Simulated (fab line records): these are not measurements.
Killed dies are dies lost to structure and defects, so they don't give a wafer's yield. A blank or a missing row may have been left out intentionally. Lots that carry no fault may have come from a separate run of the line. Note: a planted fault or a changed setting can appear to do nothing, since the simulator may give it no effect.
Lot-split experiment || flow n5Finfet || route with 1938 steps; 7 lots, 39 wafers read

## ABOUT THE SPLIT
At N5_BEOL_M12_ILD_DEP_00 (deposits SiOC from DEMS/O2, target thk 658.92 nm, time 130.7 s), the setting targetThkA was moved away from the recipe's 6589.2 angstrom on 18 of the 39 wafers read, by -50.1% to +47.1%. For the rest of the wafers, this setting stayed at what the recipe calls for.

## FROM THE SPLIT TO THE READING: what the file shows between them, 6 steps
- N5_BEOL_M12_THK_MEAS_01
- N5_BEOL_M12_COAT_58: time 60 s, resist thk 89 nm
- N5_BEOL_M12_COAT_04: resist thk 400 nm
- N5_BEOL_M12_DESCUM_15: chemistry O2, time 7.9 s
- N5_BEOL_M12_ETCH_59: etches BARC in N2/H2, target depth 89 nm, overetch 26.7 nm, time 67.9 s
- N5_BEOL_M12_VIA_ETCH_16: etches SiOC in C4F8/O2/Ar, target depth 724.8 nm

## THE READING
oesProductAu, in a.u., at N5_BEOL_M12_STRIP_63 (strips in N2/H2). On this fab line, fault-free wafers typically give 0.693 a.u. with a standard deviation of 0.0048 a.u.

{"wafer": "L074.1", "tool, chamber at the split": "pecvd-02, 0", "targetThkA as run, angstrom": 6589.2, "against the recipe": "recipe", "oesProductAu, a.u.": 0.702, "against lot-mates on the recipe": "-"}
{"wafer": "L074.2", "tool, chamber at the split": "pecvd-02, 1", "targetThkA as run, angstrom": 6589.2, "against the recipe": "recipe", "oesProductAu, a.u.": 0.684, "against lot-mates on the recipe": "-"}
{"wafer": "L074.3", "tool, chamber at the split": "pecvd-02, 2", "targetThkA as run, angstrom": 7935, "against the recipe": "+20.4%", "oesProductAu, a.u.": 0.679, "against lot-mates on the recipe": -0.017}
{"wafer": "L074.4", "tool, chamber at the split": "pecvd-02, 0", "targetThkA as run, angstrom": 7935, "against the recipe": "+20.4%", "oesProductAu, a.u.": 0.679, "against lot-mates on the recipe": -0.017}
{"wafer": "L074.5", "tool, chamber at the split": "pecvd-02, 1", "targetThkA as run, angstrom": 7935, "against the recipe": "+20.4%", "oesProductAu, a.u.": 0.682, "against lot-mates on the recipe": -0.014}
{"wafer": "L074.6", "tool, chamber at the split": "pecvd-02, 2", "targetThkA as run, angstrom": 6589.2, "against the recipe": "recipe", "oesProductAu, a.u.": 0.702, "against lot-mates on the recipe": "-"}
{"wafer": "L080.1", "tool, chamber at the split": "pecvd-01, 0", "targetThkA as run, angstrom": 6589.2, "against the recipe": "recipe", "oesProductAu, a.u.": 0.705, "against lot-mates on the recipe": "-"}
{"wafer": "L080.2", "tool, chamber at the split": "pecvd-01, 1", "targetThkA as run, angstrom": 8781, "against the recipe": "+33.3%", "oesProductAu, a.u.": 0.669, "against lot-mates on the recipe": -0.029}
{"wafer": "L080.3", "tool, chamber at the split": "pecvd-01, 2", "targetThkA as run, angstrom": 6589.2, "against the recipe": "recipe", "oesProductAu, a.u.": 0.689, "against lot-mates on the recipe": "-"}
{"wafer": "L080.4", "tool, chamber at the split": "pecvd-01, 0", "targetThkA as run, angstrom": 8781, "against the recipe": "+33.3%", "oesProductAu, a.u.": 0.673, "against lot-mates on the recipe": -0.025}
{"wafer": "L080.5", "tool, chamber at the split": "pecvd-01, 1", "targetThkA as run, angstrom": 8781, "against the recipe": "+33.3%", "oesProductAu, a.u.": 0.667, "against lot-mates on the recipe": -0.031}
{"wafer": "L080.6", "tool, chamber at the split": "pecvd-01, 2", "targetThkA as run, angstrom": 6589.2, "against the recipe": "recipe", "oesProductAu, a.u.": 0.699, "against lot-mates on the recipe": "-"}
{"wafer": "L086.2", "tool, chamber at the split": "pecvd-01, 0", "targetThkA as run, angstrom": 6589.2, "against the recipe": "recipe", "oesProductAu, a.u.": 0.689, "against lot-mates on the recipe": "-"}
{"wafer": "L086.3", "tool, chamber at the split": "pecvd-01, 1", "targetThkA as run, angstrom": 6589.2, "against the recipe": "recipe", "oesProductAu, a.u.": 0.694, "against lot-mates on the recipe": "-"}
{"wafer": "L086.6", "tool, chamber at the split": "pecvd-01, 0", "targetThkA as run, angstrom": 6589.2, "against the recipe": "recipe", "oesProductAu, a.u.": 0.689, "against lot-mates on the recipe": "-"}
{"wafer": "L090.1", "tool, chamber at the split": "pecvd-02, 1", "targetThkA as run, angstrom": 5062, "against the recipe": "-23.2%", "oesProductAu, a.u.": 0.717, "against lot-mates on the recipe": "+0.026"}
{"wafer": "L090.2", "tool, chamber at the split": "pecvd-02, 2", "targetThkA as run, angstrom": 6589.2, "against the recipe": "recipe", "oesProductAu, a.u.": 0.693, "against lot-mates on the recipe": "-"}
{"wafer": "L090.3", "tool, chamber at the split": "pecvd-02, 0", "targetThkA as run, angstrom": 5062, "against the recipe": "-23.2%", "oesProductAu, a.u.": 0.709, "against lot-mates on the recipe": "+0.018"}
{"wafer": "L090.4", "tool, chamber at the split": "pecvd-02, 2", "targetThkA as run, angstrom": 5062, "against the recipe": "-23.2%", "oesProductAu, a.u.": 0.710, "against lot-mates on the recipe": "+0.019"}
{"wafer": "L090.5", "tool, chamber at the split": "pecvd-02, 1", "targetThkA as run, angstrom": 6589.2, "against the recipe": "recipe", "oesProductAu, a.u.": 0.688, "against lot-mates on the recipe": "-"}
{"wafer": "L090.6", "tool, chamber at the split": "pecvd-02, 0", "targetThkA as run, angstrom": 6589.2, "against the recipe": "recipe", "oesProductAu, a.u.": 0.691, "against lot-mates on the recipe": "-"}
{"wafer": "L093.1", "tool, chamber at the split": "pecvd-04, 0", "targetThkA as run, angstrom": 9694, "against the recipe": "+47.1%", "oesProductAu, a.u.": 0.641, "against lot-mates on the recipe": -0.051}
{"wafer": "L093.2", "tool, chamber at the split": "pecvd-04, 2", "targetThkA as run, angstrom": 6589.2, "against the recipe": "recipe", "oesProductAu, a.u.": 0.692, "against lot-mates on the recipe": "-"}
{"wafer": "L093.3", "tool, chamber at the split": "pecvd-04, 1", "targetThkA as run, angstrom": 9694, "against the recipe": "+47.1%", "oesProductAu, a.u.": 0.631, "against lot-mates on the recipe": -0.061}
{"wafer": "L093.4", "tool, chamber at the split": "pecvd-04, 1", "targetThkA as run, angstrom": 6589.2, "against the recipe": "recipe", "oesProductAu, a.u.": 0.688, "against lot-mates on the recipe": "-"}
{"wafer": "L093.5", "tool, chamber at the split": "pecvd-04, 0", "targetThkA as run, angstrom": 9694, "against the recipe": "+47.1%", "oesProductAu, a.u.": 0.630, "against lot-mates on the recipe": -0.062}
{"wafer": "L093.6", "tool, chamber at the split": "pecvd-04, 2", "targetThkA as run, angstrom": 6589.2, "against the recipe": "recipe", "oesProductAu, a.u.": 0.696, "against lot-mates on the recipe": "-"}
{"wafer": "L095.1", "tool, chamber at the split": "pecvd-04, 0", "targetThkA as run, angstrom": 4095, "against the recipe": "-37.9%", "oesProductAu, a.u.": 0.767, "against lot-mates on the recipe": "+0.066"}
{"wafer": "L095.2", "tool, chamber at the split": "pecvd-04, 2", "targetThkA as run, angstrom": 6589.2, "against the recipe": "recipe", "oesProductAu, a.u.": 0.701, "against lot-mates on the recipe": "-"}
{"wafer": "L095.3", "tool, chamber at the split": "pecvd-04, 1", "targetThkA as run, angstrom": 6589.2, "against the recipe": "recipe", "oesProductAu, a.u.": 0.701, "against lot-mates on the recipe": "-"}
{"wafer": "L095.4", "tool, chamber at the split": "pecvd-04, 0", "targetThkA as run, angstrom": 4095, "against the recipe": "-37.9%", "oesProductAu, a.u.": 0.763, "against lot-mates on the recipe": "+0.062"}
{"wafer": "L095.5", "tool, chamber at the split": "pecvd-04, 1", "targetThkA as run, angstrom": 4095, "against the recipe": "-37.9%", "oesProductAu, a.u.": 0.772, "against lot-mates on the recipe": "+0.071"}
{"wafer": "L095.6", "tool, chamber at the split": "pecvd-04, 2", "targetThkA as run, angstrom": 6589.2, "against the recipe": "recipe", "oesProductAu, a.u.": 0.702, "against lot-mates on the recipe": "-"}
{"wafer": "L097.1", "tool, chamber at the split": "pecvd-02, 1", "targetThkA as run, angstrom": 3288, "against the recipe": "-50.1%", "oesProductAu, a.u.": 0.820, "against lot-mates on the recipe": "+0.127"}
{"wafer": "L097.2", "tool, chamber at the split": "pecvd-02, 0", "targetThkA as run, angstrom": 6589.2, "against the recipe": "recipe", "oesProductAu, a.u.": 0.700, "against lot-mates on the recipe": "-"}
{"wafer": "L097.3", "tool, chamber at the split": "pecvd-02, 2", "targetThkA as run, angstrom": 6589.2, "against the recipe": "recipe", "oesProductAu, a.u.": 0.689, "against lot-mates on the recipe": "-"}
{"wafer": "L097.4", "tool, chamber at the split": "pecvd-02, 2", "targetThkA as run, angstrom": 6589.2, "against the recipe": "recipe", "oesProductAu, a.u.": 0.690, "against lot-mates on the recipe": "-"}
{"wafer": "L097.5", "tool, chamber at the split": "pecvd-02, 1", "targetThkA as run, angstrom": 3288, "against the recipe": "-50.1%", "oesProductAu, a.u.": 0.814, "against lot-mates on the recipe": "+0.121"}
{"wafer": "L097.6", "tool, chamber at the split": "pecvd-02, 0", "targetThkA as run, angstrom": 3288, "against the recipe": "-50.1%", "oesProductAu, a.u.": 0.838, "against lot-mates on the recipe": "+0.145"}

FIT RESULTS
A straight line over all 39 wafers: oesProductAu changes by -0.00165 a.u. for each +1% of targetThkA; r = -0.92; the points scatter about the line by 0.018 a.u.
The same after taking each lot's own level away (the mean of its wafers on the recipe; 39 wafers): -0.00164 a.u. for each +1%; r = -0.93; scatter 0.017 a.u.
According to that fit, moving targetThkA by its largest amount changes the reading by 0.082 a.u.
Measured against the standard deviation above, the lots' own levels, which go from 0.6907 to 0.7013 a.u., span 2.2 times it.
Consequently the slope shifts little with the lot-to-lot level, the two slopes agreeing.
Check: +0.0844 a.u. against its lot-mates is what the line predicts for one of the wafers moved furthest among these (-50.1%) when that wafer is left out of the fit. Against them it came out at +0.127 a.u.

## THE WHOLE CHAIN: every reading that the file lists as answering this split, in the file's order
{"step": "N5_BEOL_M12_ILD_DEP_00", "what it does": "deposits SiOC from DEMS/O2, target thk 658.92 nm, time 130.7 s", "reading": "SiOC_of_BEOL_M12_ILD_DEP_00.thkNm (the simulator's own value, which no gauge read)", "change (the file's fit)": "+6.56 nm for each +1% of the setting", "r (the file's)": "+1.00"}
{"step": "N5_BEOL_M12_THK_MEAS_01", "what it does": "", "reading": "M12_ILD_THK", "change (the file's fit)": "+6.56 for each +1% of the setting", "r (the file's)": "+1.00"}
{"step": "N5_BEOL_M12_VIA_ETCH_16", "what it does": "etches SiOC in C4F8/O2/Ar, target depth 724.8 nm", "reading": "etch.depthNm (the simulator's own value, which no gauge read)", "change (the file's fit)": "+6.56 nm for each +1% of the setting", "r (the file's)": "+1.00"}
{"step": "N5_BEOL_M12_VIA_ETCH_16", "what it does": "etches SiOC in C4F8/O2/Ar, target depth 724.8 nm", "reading": "coat_of_BEOL_M12_COAT_04.thkNm (the simulator's own value, which no gauge read)", "change (the file's fit)": "-1.93 nm for each +1% of the setting", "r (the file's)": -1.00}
{"step": "N5_BEOL_M12_STRIP_63", "what it does": "strips in N2/H2", "reading": "oesProductAu", "change (the file's fit)": "-0.00165 a.u. for each +1% of the setting", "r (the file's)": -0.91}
{"step": "N5_BEOL_M12_STRIP_63", "what it does": "strips in N2/H2", "reading": "stripTimeToEndpointS", "change (the file's fit)": "withheld for each +1% of the setting", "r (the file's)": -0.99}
{"step": "N5_BEOL_M12_ETCH_38", "what it does": "etches SiCN in CF4/N2, target depth 68.7 nm, time 73.4 s", "reading": "SiOC_of_BEOL_M12_ILD_DEP_00.thkNm (the simulator's own value, which no gauge read)", "change (the file's fit)": "+6.55 nm for each +1% of the setting", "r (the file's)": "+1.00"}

## THE FILE'S OWN FIT
oesProductAu changes by -0.00165 a.u. for each +1% of targetThkA, r = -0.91.
